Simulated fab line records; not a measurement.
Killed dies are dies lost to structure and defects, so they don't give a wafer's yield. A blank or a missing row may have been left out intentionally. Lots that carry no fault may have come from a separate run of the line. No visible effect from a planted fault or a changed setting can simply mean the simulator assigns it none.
fab line records	flow n5_finfet	part 1 of 2: steps 1 to 4 of 6
record lots=19	wafers=57	last_day=18
route steps=1938 shown BEOL_M4@1060 BEOL_M5@1131
lots that met no fault: from a run of the same line without faults
start_h: hours from the record's first day to the start of the lot's first wafer shown	wait_h: hours from the lot's prior step to this one	" identical to the entry in the row above	L1.1+2: a single row standing in for several wafers	- no value, or no start was given	* or withheld: withheld	< > ~ a bound
route shown NAME@n: names a module that has steps shown in the file, with the first one's number in the route	usual: mean/standard deviation taken from wafers without a fault	same: alike in all rows	chamber/n: place in a boat	sites: readings site by site	_std_site: standard deviation across them	_edge_site: mean of outer sites minus mean of inner sites	radius_mm: how far each site lies from the wafer's centre	mask NAME#n: copy n	behind: the most recent tool/chamber to have shaped the wafer	hold: why the lot was held/for how many hours/how that ended	device: whichever transistor did not switch (one of n, p or np)	end of line: the route-end tests of the same wafers	a step with no rows: only its recipe	killed: dies lost to structure and defects at the first sort, not the wafer's yield	map: the dies of a wafer, with x for killed, . for not killed, _ for no die there
set.NAME: the setting the step ran with; set.NAME@STEP: the setting that earlier step ran with	model.NAME: the simulator's own value behind a step, which no gauge read
one table for each step of the route and one row for each wafer, over a sample of lots
services: a tool's chamber out of use, with start hour (start_h, from the record's first day; less than 0 if before it), hours out, and reason
## steps
# step N5_BEOL_M4_ETCH_77
# recipe chemistry=N2/H2	target=underlayer	target_depth_a=65	mask_material=CAR-EUV	time_s=5.2	ion_energy_ev=200	pressure_mtorr=30	source_w=840	bias_w=150	n2_flow_sccm=200	h2_flow_sccm=200	ends=cleared
# usual drypump_motor_current_A=5.7/0.45	etch_rf_on_time_s=5.23/0.12	oes_product_au=0.65/0.076	rf_fwd_power_W=819.4/2.3	rf_vpp_V=524/3.7	showerhead_plenum_p_Torr=2.54/0.12	throttle_valve_pct=17.92/0.24
lot.wafer	tool	chamber	start_h	wait_h	drypump_motor_current_A	etch_rf_on_time_s	oes_product_au	rf_fwd_power_W	rf_hours_counter_h	rf_vpp_V	showerhead_plenum_p_Torr	throttle_valve_pct
L074.1	rie_diel-06	3	154.54	0.0	5.7	5.29	0.67	818.5	123	527	2.64	17.66
L074.3	"	1	"	"	5.7	5.11	0.61	815.2	229	524	2.52	18.32
L074.6	"	2	"	"	5.6	5.06	0.60	815.3	-	520	2.42	17.91
L075.1	rie_diel-06	2	167.12	0.0	5.6	5.15	0.60	818.0	208	520	2.41	17.94
L075.4	"	1	"	"	5.8	5.11	0.62	822.5	235	524	2.52	18.33
L075.5	"	1	"	"	5.8	5.16	0.62	823.4	-	524	2.52	18.35
L076.2	rie_diel-06	3	186.74	0.0	5.7	5.20	0.67	821.4	131	526	2.64	17.71
L076.3	"	0	"	"	6.0	5.38	0.65	819.8	147	527	2.65	17.92
L076.6	"	1	"	"	5.8	5.04	0.62	822.0	-	523	2.52	18.37
L077.1	rie_diel-06	3	189.84	0.0	5.7	5.28	0.66	816.7	133	525	2.64	17.69
L077.2	"	0	"	"	6.0	5.43	0.64	820.4	148	527	2.65	17.92
L077.4	"	1	"	"	5.8	5.07	0.61	819.8	243	522	2.52	18.36
L080.2	rie_diel-05	3	190.16	0.0	5.1	5.22	0.62	819.2	207	522	2.50	17.80
L080.3	"	0	"	"	5.3	5.19	0.64	818.5	159	516	2.35	18.24
L080.4	"	1	"	"	6.6	5.11	0.82	817.8	13	529	2.73	17.99
L078.1	rie_diel-01	0	191.15	0.0	5.4	5.29	0.67	822.8	86	523	2.57	17.62
L078.2	"	2	"	"	6.4	5.20	0.58	821.6	234	526	2.61	17.74
L078.6	"	2	"	"	6.4	5.15	0.59	818.8	-	524	2.61	17.76
L079.1	rie_diel-05	3	196.64	0.0	5.1	5.23	0.61	817.3	211	525	2.50	17.81
L079.3	"	2	"	"	5.5	5.30	0.57	823.0	248	520	2.40	17.93
L079.5	"	0	"	"	5.3	5.18	0.64	820.0	-	518	2.35	18.23
L083.3	rie_diel-05	0	202.12	0.0	5.3	5.15	0.65	820.1	164	518	2.35	18.24
L083.4	"	1	"	"	6.6	5.08	0.82	819.3	18	527	2.73	18.00
L083.5	"	2	"	"	5.4	5.30	0.57	818.0	-	519	2.40	17.94
L082.2	rie_diel-01	0	202.26	0.0	5.4	5.24	0.67	818.0	90	524	2.57	17.66
L082.3	"	3	"	"	5.3	5.26	0.61	819.1	226	522	2.53	17.90
L082.6	"	0	"	"	5.5	5.31	0.66	814.1	-	525	2.57	17.65
L085.2	rie_diel-06	3	226.11	0.0	5.7	5.25	0.66	823.6	146	528	2.63	17.71
L085.5	"	0	"	"	6.0	5.45	0.63	822.2	-	526	2.64	17.93
L085.6	"	3	"	"	5.7	5.32	0.65	822.4	-	526	2.63	17.72
L086.1	rie_diel-05	0	242.24	0.0	5.3	5.30	0.64	820.9	182	516	2.34	18.27
L086.2	"	1	"	"	6.6	5.16	0.78	820.1	32	530	2.73	18.02
L086.5	"	2	"	"	5.4	5.20	0.82	822.7	-	528	2.71	17.48
L087.2	rie_diel-05	1	242.42	0.0	6.6	5.10	0.79	821.3	32	527	2.73	18.02
L087.4	"	3	"	"	5.1	5.23	0.60	821.0	231	522	2.49	17.83
L087.6	"	1	"	"	6.6	5.15	0.78	817.1	-	525	2.73	18.03
L088.1	rie_diel-05	0	243.68	0.0	5.3	5.22	0.62	819.5	182	518	2.34	18.29
L088.5	"	3	"	"	5.1	5.26	0.59	821.8	-	524	2.49	17.82
L088.6	"	2	"	"	5.4	5.13	0.81	818.0	-	529	2.71	17.45
L091.4	rie_diel-01	1	255.73	0.0	6.1	5.41	0.58	818.1	-	524	2.52	18.24
L091.5	"	0	"	"	5.5	5.30	0.65	819.4	-	525	2.56	17.68
L091.6	"	3	"	"	5.3	5.18	0.59	822.0	-	522	2.52	17.95
L092.1	rie_diel-06	0	264.60	0.0	6.0	5.34	0.63	817.5	174	528	2.64	17.98
L092.2	"	1	"	"	5.7	5.01	0.80	817.7	13	523	2.51	17.89
L092.4	"	3	"	"	5.7	5.21	0.66	821.4	157	527	2.63	17.73
L093.1	rie_diel-05	0	281.51	0.0	5.3	5.26	0.61	823.8	194	518	2.34	18.31
L093.3	"	1	"	"	6.6	5.09	0.76	816.9	46	526	2.72	18.02
L093.4	"	2	"	"	5.4	5.12	0.78	819.7	20	527	2.71	17.48
L095.2	rie_diel-06	2	286.40	0.0	5.6	5.11	0.58	822.5	250	519	2.40	18.03
L095.4	"	3	"	"	5.7	5.26	0.64	818.5	-	527	2.62	17.76
L095.5	"	0	"	"	6.0	5.51	0.60	817.6	-	528	2.63	17.97
L096.1	rie_diel-05	2	298.92	0.0	5.5	5.19	0.77	821.2	26	530	2.71	17.48
L096.4	"	1	"	"	6.6	5.08	0.77	819.4	-	527	2.72	18.07
L096.5	"	0	"	"	5.3	5.19	0.60	822.8	-	515	2.33	18.30
L097.1	rie_diel-05	1	300.75	0.0	6.6	5.02	0.76	818.4	54	530	2.72	18.08
L097.4	"	0	"	"	5.3	5.26	0.61	818.3	-	518	2.33	18.30
L097.6	"	2	"	"	5.4	5.14	0.76	816.3	-	526	2.71	17.50
# step N5_BEOL_M4_ETCHBACK_99
# recipe chemistry=CHF3	target=SiO2	target_depth_a=50	time_s=10.4	source_w=215	bias_w=47	Ar_flow_sccm=200	CHF3_flow_sccm=12	ion_energy_ev=100	pressure_mtorr=30
# usual drypump_motor_current_A=5.8/0.42	oes_product_au=0.77/0.092	rf_fwd_power_W=212.6/0.99	rf_vpp_V=240/3.6	showerhead_plenum_p_Torr=2.16/0.089	throttle_valve_pct=17.10/0.18
lot.wafer	tool	chamber	start_h	wait_h	drypump_motor_current_A	oes_product_au	rf_fwd_power_W	rf_hours_counter_h	rf_vpp_V	showerhead_plenum_p_Torr	throttle_valve_pct
L074.1	rie_diel-06	0	156.89	2.2	6.0	0.76	211.2	135	239	2.24	17.04
L074.3	"	1	"	"	5.8	0.71	212.9	230	242	2.14	17.44
L074.6	"	0	"	"	6.1	0.76	211.5	-	238	2.24	17.03
L075.1	rie_diel-01	0	168.12	0.9	5.5	0.80	213.3	77	239	2.18	16.85
L075.4	"	3	"	"	5.3	0.72	212.0	213	242	2.14	17.12
L075.5	"	0	"	"	5.5	0.80	211.6	-	239	2.18	16.86
L076.2	rie_diel-01	1	187.80	0.8	6.1	0.70	213.8	198	236	2.13	17.29
L076.3	"	2	"	"	6.3	0.68	213.3	232	241	2.20	17.08
L076.6	"	2	"	"	6.4	0.67	213.5	-	242	2.21	17.08
L077.1	rie_diel-06	0	192.49	1.7	6.0	0.74	212.1	149	240	2.23	17.07
L077.2	"	3	"	"	5.7	0.78	213.0	134	246	2.25	17.14
L077.4	"	1	"	"	5.8	0.71	212.9	244	241	2.13	17.48
L080.2	rie_diel-01	1	192.59	1.8	6.1	0.70	213.3	200	235	2.13	17.29
L080.3	"	3	"	"	5.3	0.72	212.8	222	241	2.13	17.13
L080.4	"	2	"	"	6.4	0.68	210.6	235	241	2.20	17.10
L078.1	rie_diel-05	2	199.84	8.5	5.5	0.67	213.1	248	245	2.04	17.23
L078.2	"	0	"	"	5.3	0.75	213.1	163	237	1.98	17.34
L078.6	"	1	"	"	6.6	0.95	213.4	-	239	2.31	17.13
L079.1	rie_diel-01	1	201.37	4.6	6.1	0.69	213.2	203	234	2.13	17.30
L079.3	"	2	"	"	6.3	0.67	212.3	238	241	2.20	17.10
L079.5	"	2	"	"	6.4	0.67	213.0	-	240	2.20	17.10
L083.3	rie_diel-05	1	212.38	10.0	6.6	0.94	213.6	23	238	2.31	17.15
L083.4	"	1	"	"	6.6	0.95	213.2	-	239	2.31	17.15
L083.5	"	0	"	"	5.3	0.75	213.0	-	238	1.97	17.35
L082.2	rie_diel-06	2	217.05	14.6	5.6	0.69	213.5	226	241	2.03	17.08
L082.3	"	3	"	"	5.7	0.77	213.3	142	246	2.25	17.16
L082.6	"	3	"	"	5.7	0.78	213.8	-	246	2.24	17.17
L085.2	rie_diel-06	0	227.55	1.3	6.0	0.75	210.1	161	239	2.23	17.09
L085.5	"	2	"	"	5.6	0.69	213.2	-	242	2.02	17.11
L085.6	"	3	"	"	5.7	0.77	213.7	-	245	2.24	17.16
L086.1	rie_diel-06	2	245.39	2.9	5.5	0.69	211.9	235	239	2.02	17.11
L086.2	"	0	"	"	6.0	0.74	210.2	167	239	2.23	17.10
L086.5	"	0	"	"	6.0	0.74	209.8	-	239	2.23	17.09
L087.2	rie_diel-01	0	245.92	3.2	5.5	0.77	212.1	106	239	2.17	16.91
L087.4	"	3	"	"	5.3	0.69	212.8	-	242	2.13	17.18
L087.6	"	1	"	"	6.1	0.69	213.7	-	234	2.12	17.32
L088.1	rie_diel-01	3	250.08	6.1	5.3	0.70	212.7	246	241	2.13	17.19
L088.5	"	0	"	"	5.4	0.76	212.0	-	238	2.16	16.91
L088.6	"	3	"	"	5.3	0.70	213.0	-	243	2.13	17.17
L091.4	rie_diel-06	2	256.25	0.3	5.6	0.68	212.0	239	242	2.02	17.13
L091.5	"	1	"	"	5.7	0.92	211.9	-	240	2.13	17.00
L091.6	"	2	"	"	5.6	0.68	211.7	-	241	2.02	17.11
L092.1	rie_diel-01	1	270.69	5.9	6.1	0.68	214.2	231	234	2.12	17.35
L092.2	"	2	"	"	6.4	0.96	213.1	6	241	2.20	16.66
L092.4	"	2	"	"	6.4	0.96	212.5	-	242	2.20	16.65
L093.1	rie_diel-06	3	283.36	1.6	5.7	0.76	213.2	164	245	2.24	17.20
L093.3	"	0	"	"	6.0	0.73	211.5	181	239	2.22	17.13
L093.4	"	2	"	"	5.6	0.68	212.8	-	241	2.02	17.13
L095.2	rie_diel-05	0	287.32	0.8	5.3	0.72	214.1	196	239	1.97	17.39
L095.4	"	1	"	"	6.6	0.90	213.5	48	241	2.30	17.21
L095.5	"	3	"	"	5.1	0.69	212.5	-	235	2.13	17.25
L096.1	rie_diel-01	3	304.61	5.5	5.3	0.95	213.5	8	243	2.12	16.74
L096.4	"	1	"	"	6.1	0.67	212.9	246	234	2.11	17.38
L096.5	"	2	"	"	6.3	0.92	212.0	-	240	2.19	16.68
L097.1	rie_diel-01	1	310.41	9.5	6.1	0.66	213.7	247	234	2.11	17.36
L097.4	"	2	"	"	6.4	0.92	211.8	21	240	2.19	16.68
L097.6	"	3	"	"	5.3	0.94	214.3	-	241	2.12	16.76
# step N5_BEOL_M4_ETCH_41
# recipe chemistry=CH3F/O2	target=SiCN	target_depth_a=299	taper_deg=2	time_s=52.5	ion_energy_ev=120	mask_material=TiN	pressure_mtorr=30	source_w=395	bias_w=75	Ar_flow_sccm=150	CH3F_flow_sccm=30	O2_flow_sccm=20
# usual drypump_motor_current_A=5.8/0.41	oes_product_au=0.77/0.092	rf_fwd_power_W=391.6/1.6	rf_vpp_V=297.4/1.9	showerhead_plenum_p_Torr=2.01/0.083	throttle_valve_pct=16.35/0.19
lot.wafer	tool	chamber	start_h	wait_h	drypump_motor_current_A	oes_product_au	rf_fwd_power_W	rf_hours_counter_h	rf_vpp_V	showerhead_plenum_p_Torr	throttle_valve_pct
L074.1	rie_diel-06	0	-	-	6.0	0.77	390.7	135	299.1	2.09	16.33
L074.3	"	1	"	"	5.7	0.73	390.0	230	297.8	1.98	16.65
L074.6	"	0	"	"	6.0	0.76	389.2	-	299.5	2.09	16.31
L075.1	rie_diel-01	0	-	-	5.4	0.80	389.7	77	298.0	2.02	16.06
L075.4	"	3	"	"	5.3	0.71	390.2	213	295.3	1.99	16.38
L075.5	"	0	"	"	5.5	0.80	390.7	-	298.0	2.02	16.08
L076.2	rie_diel-01	1	-	-	6.1	0.70	394.1	198	297.5	1.98	16.52
L076.3	"	2	"	"	6.4	0.68	392.3	232	298.1	2.05	16.37
L076.6	"	2	"	"	6.3	0.68	391.8	-	297.3	2.05	16.35
L077.1	rie_diel-06	0	-	-	6.0	0.75	389.0	149	299.4	2.08	16.35
L077.2	"	3	"	"	5.7	0.78	392.4	134	298.9	2.09	16.40
L077.4	"	1	"	"	5.8	0.72	390.2	244	297.7	1.98	16.70
L080.2	rie_diel-01	1	-	-	6.1	0.70	392.0	200	295.7	1.98	16.53
L080.3	"	3	"	"	5.3	0.70	393.5	223	296.0	1.98	16.39
L080.4	"	2	"	"	6.4	0.68	391.5	235	297.2	2.05	16.36
L078.1	rie_diel-05	2	-	-	5.4	0.67	390.7	248	295.0	1.90	16.48
L078.2	"	0	"	"	5.3	0.75	394.7	164	294.0	1.83	16.59
L078.6	"	1	"	"	6.6	0.95	392.3	-	299.7	2.14	16.35
L079.1	rie_diel-01	1	-	-	6.1	0.70	392.1	204	296.1	1.97	16.54
L079.3	"	2	"	"	6.4	0.68	392.0	238	298.8	2.05	16.38
L079.5	"	2	"	"	6.4	0.67	390.9	-	298.5	2.05	16.37
L083.3	rie_diel-05	1	-	-	6.6	0.94	389.8	23	299.6	2.14	16.37
L083.4	"	1	"	"	6.6	0.94	391.3	-	299.4	2.14	16.36
L083.5	"	0	"	"	5.3	0.74	393.8	-	295.3	1.83	16.60
L082.2	rie_diel-06	2	-	-	5.6	0.70	389.6	226	295.0	1.88	16.38
L082.3	"	3	"	"	5.7	0.78	393.3	142	300.5	2.09	16.40
L082.6	"	3	"	"	5.7	0.78	394.0	-	299.9	2.09	16.40
L085.2	rie_diel-06	0	-	-	6.0	0.74	389.5	161	299.0	2.08	16.36
L085.5	"	2	"	"	5.6	0.69	391.0	-	295.1	1.88	16.35
L085.6	"	3	"	"	5.7	0.77	390.2	-	297.7	2.08	16.43
L086.1	rie_diel-06	2	-	-	5.5	0.69	391.0	235	295.1	1.88	16.39
L086.2	"	0	"	"	6.0	0.74	387.1	167	300.1	2.08	16.37
L086.5	"	0	"	"	6.0	0.74	389.9	-	298.8	2.08	16.37
L087.2	rie_diel-01	0	-	-	5.5	0.77	390.8	106	296.6	2.01	16.14
L087.4	"	3	"	"	5.3	0.70	393.2	-	296.5	1.98	16.42
L087.6	"	1	"	"	6.1	0.68	392.7	-	296.5	1.97	16.58
L088.1	rie_diel-01	3	-	-	5.3	0.71	393.7	246	296.0	1.97	16.44
L088.5	"	0	"	"	5.4	0.77	391.8	-	298.0	2.01	16.15
L088.6	"	3	"	"	5.3	0.70	394.4	-	297.7	1.97	16.43
L091.4	rie_diel-06	2	-	-	5.6	0.69	389.6	239	295.5	1.88	16.38
L091.5	"	1	"	"	5.7	0.93	390.3	-	297.1	1.97	16.23
L091.6	"	2	"	"	5.6	0.69	391.7	-	293.7	1.88	16.39
L092.1	rie_diel-01	1	-	-	6.1	0.68	391.8	231	295.5	1.97	16.62
L092.2	"	2	"	"	6.3	0.96	392.3	6	298.4	2.04	15.90
L092.4	"	2	"	"	6.4	0.96	391.1	-	297.5	2.04	15.91
L093.1	rie_diel-06	3	-	-	5.7	0.76	394.6	164	297.3	2.08	16.46
L093.3	"	0	"	"	6.0	0.73	388.8	181	299.6	2.07	16.42
L093.4	"	2	"	"	5.6	0.68	391.0	-	295.0	1.88	16.42
L095.2	rie_diel-05	0	-	-	5.3	0.71	391.5	196	293.2	1.82	16.65
L095.4	"	1	"	"	6.6	0.89	392.1	48	299.0	2.13	16.43
L095.5	"	3	"	"	5.1	0.68	390.0	-	297.0	1.98	16.50
L096.1	rie_diel-01	3	-	-	5.3	0.94	390.9	8	296.3	1.97	15.98
L096.4	"	1	"	"	6.1	0.67	391.6	246	297.6	1.96	16.62
L096.5	"	2	"	"	6.3	0.92	391.4	-	298.4	2.04	15.93
L097.1	rie_diel-01	1	-	-	6.1	0.67	394.2	247	296.5	1.96	16.63
L097.4	"	2	"	"	6.3	0.92	392.1	22	298.0	2.04	15.94
L097.6	"	3	"	"	5.3	0.95	393.8	-	296.8	1.97	16.01
# step N5_BEOL_M4_ANNEAL_91
# recipe temp_c=400	time_s=240	ambient=vacuum
# usual heater_power_w=793/94
lot.wafer	tool	chamber	start_h	wait_h	heater_power_w
L074.1	pvd_sputter-02	-	159.95	0.0	777
L074.3	"	-	"	"	808
L074.6	"	-	"	"	803
L075.1	pvd_sputter-01	-	171.21	0.0	804
L075.4	"	-	"	"	813
L075.5	"	-	"	"	812
L076.2	pvd_sputter-03	-	190.59	0.0	764
L076.3	"	-	"	"	765
L076.6	"	-	"	"	751
L077.1	pvd_sputter-01	-	195.12	0.0	832
L077.2	"	-	"	"	721
L077.4	"	-	"	"	803
L080.2	pvd_sputter-02	-	195.68	0.0	805
L080.3	"	-	"	"	634
L080.4	"	-	"	"	979
L078.1	pvd_sputter-02	-	202.73	0.0	640
L078.2	"	-	"	"	988
L078.6	"	-	"	"	978
L079.1	pvd_sputter-02	-	204.83	0.0	762
L079.3	"	-	"	"	1011
L079.5	"	-	"	"	634
L083.3	pvd_sputter-02	-	217.20	0.0	642
L083.4	"	-	"	"	984
L083.5	"	-	"	"	821
L082.2	pvd_sputter-01	-	220.85	0.0	832
L082.3	"	-	"	"	737
L082.6	"	-	"	"	831
L085.2	pvd_sputter-01	-	230.38	0.0	744
L085.5	"	-	"	"	810
L085.6	"	-	"	"	755
L086.1	pvd_sputter-03	-	248.25	0.0	838
L086.2	"	-	"	"	739
L086.5	"	-	"	"	840
L087.2	pvd_sputter-02	-	248.61	0.0	651
L087.4	"	-	"	"	816
L087.6	"	-	"	"	827
L088.1	pvd_sputter-01	-	252.73	0.0	827
L088.5	"	-	"	"	808
L088.6	"	-	"	"	758
L091.4	pvd_sputter-02	-	259.26	0.0	998
L091.5	"	-	"	"	822
L091.6	"	-	"	"	645
L092.1	pvd_sputter-02	-	274.72	0.0	978
L092.2	"	-	"	"	785
L092.4	"	-	"	"	647
L093.1	pvd_sputter-02	-	286.71	0.0	809
L093.3	"	-	"	"	1004
L093.4	"	-	"	"	640
L095.2	pvd_sputter-02	-	289.91	0.0	778
L095.4	"	-	"	"	824
L095.5	"	-	"	"	654
L096.1	pvd_sputter-02	-	307.94	0.0	819
L096.4	"	-	"	"	782
L096.5	"	-	"	"	990
L097.1	pvd_sputter-03	-	314.58	0.0	758
L097.4	"	-	"	"	802
L097.6	"	-	"	"	825
